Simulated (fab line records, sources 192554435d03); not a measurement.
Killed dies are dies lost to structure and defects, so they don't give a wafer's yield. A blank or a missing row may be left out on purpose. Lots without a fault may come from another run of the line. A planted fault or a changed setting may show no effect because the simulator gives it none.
Chamber matching | flow n5_finfet | N5_MOL_CONTACT_COAG_ETCH_89 on rie_diel-01: 4 sister chambers
The step etches underlayer in N2/H2, target depth 13 nm, time 10.4 s. 14 wafers are shown with their chamber, then 7 later ones without.

WAFERS WITH THEIR CHAMBER
wafer  | chamber | showerhead_plenum_p_Torr (Torr) | drypump_motor_current_A (A) | throttle_valve_pct (%)
L076.4 | 0       | 2.69                            | 5.2                         | 17.76
L076.5 | 1       | 2.50                            | 5.3                         | 18.16
L076.6 | 0       | 2.69                            | 5.2                         | 17.75
L078.1 | 1       | 2.50                            | 5.3                         | 18.18
L078.2 | 0       | 2.69                            | 5.2                         | 17.78
L078.3 | 2       | 2.47                            | 5.6                         | 17.47
L083.3 | 0       | 2.69                            | 5.2                         | 17.77
L083.5 | 1       | 2.50                            | 5.4                         | 18.18
L083.6 | 0       | 2.69                            | 5.2                         | 17.78
L085.2 | 2       | 2.47                            | 5.6                         | 17.51
L085.4 | 3       | 2.52                            | 6.1                         | 18.28
L085.6 | 3       | 2.52                            | 6.1                         | 18.28
L091.3 | 0       | 2.68                            | 5.2                         | 17.83
L091.4 | 2       | 2.46                            | 5.6                         | 17.51

SIGNATURES (means of the wafers above)
reading                  | chamber 0 | chamber 1 | chamber 2 | chamber 3 | scatter within a chamber
showerhead_plenum_p_Torr | 2.6883    | 2.5000    | 2.4667    | 2.5200    | 0.00387
drypump_motor_current_A  | 5.200     | 5.333     | 5.600     | 6.100     | 0.0258
throttle_valve_pct       | 17.7783   | 18.1733   | 17.4967   | 18.2800   | 0.0228
Rule: a wafer's distance from a chamber is the root of the sum, over the readings, of the square of ((its reading less the chamber's mean) divided by the reading's scatter). The wafer belongs to the nearest chamber; if the next one is less than 2 further off, it can't be placed. The scatter: the root of (the sum of the squares of (reading less its chamber's mean) over the shown wafers, divided by (wafers less chambers)).

WAFERS WITHOUT THEIR CHAMBER
wafer  | showerhead_plenum_p_Torr (Torr) | drypump_motor_current_A (A) | throttle_valve_pct (%)
L091.6 | 2.51                            | 6.2                         | 18.32
L093.2 | 2.46                            | 5.6                         | 17.55
L093.5 | 2.67                            | 5.2                         | 17.82
L093.6 | 2.46                            | 5.5                         | 17.54
L097.1 | 2.46                            | 5.6                         | 17.56
L097.3 | 2.51                            | 6.2                         | 17.68
L097.4 | 2.46                            | 5.6                         | 17.56

WHICH CHAMBER EACH WENT THROUGH
wafer  | from the rows above     | in truth
L091.6 | 3                       | 3
L093.2 | 2                       | 2
L093.5 | 0                       | 0
L093.6 | 2                       | 2
L097.1 | 2                       | 2
L097.3 | can't be placed: 3 or 2 | 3
L097.4 | 2                       | 2
Placed correctly: 6 of 7. Can't be placed from these rows: 1 (the true chamber is among the candidates in 1). Placed wrongly: 0.
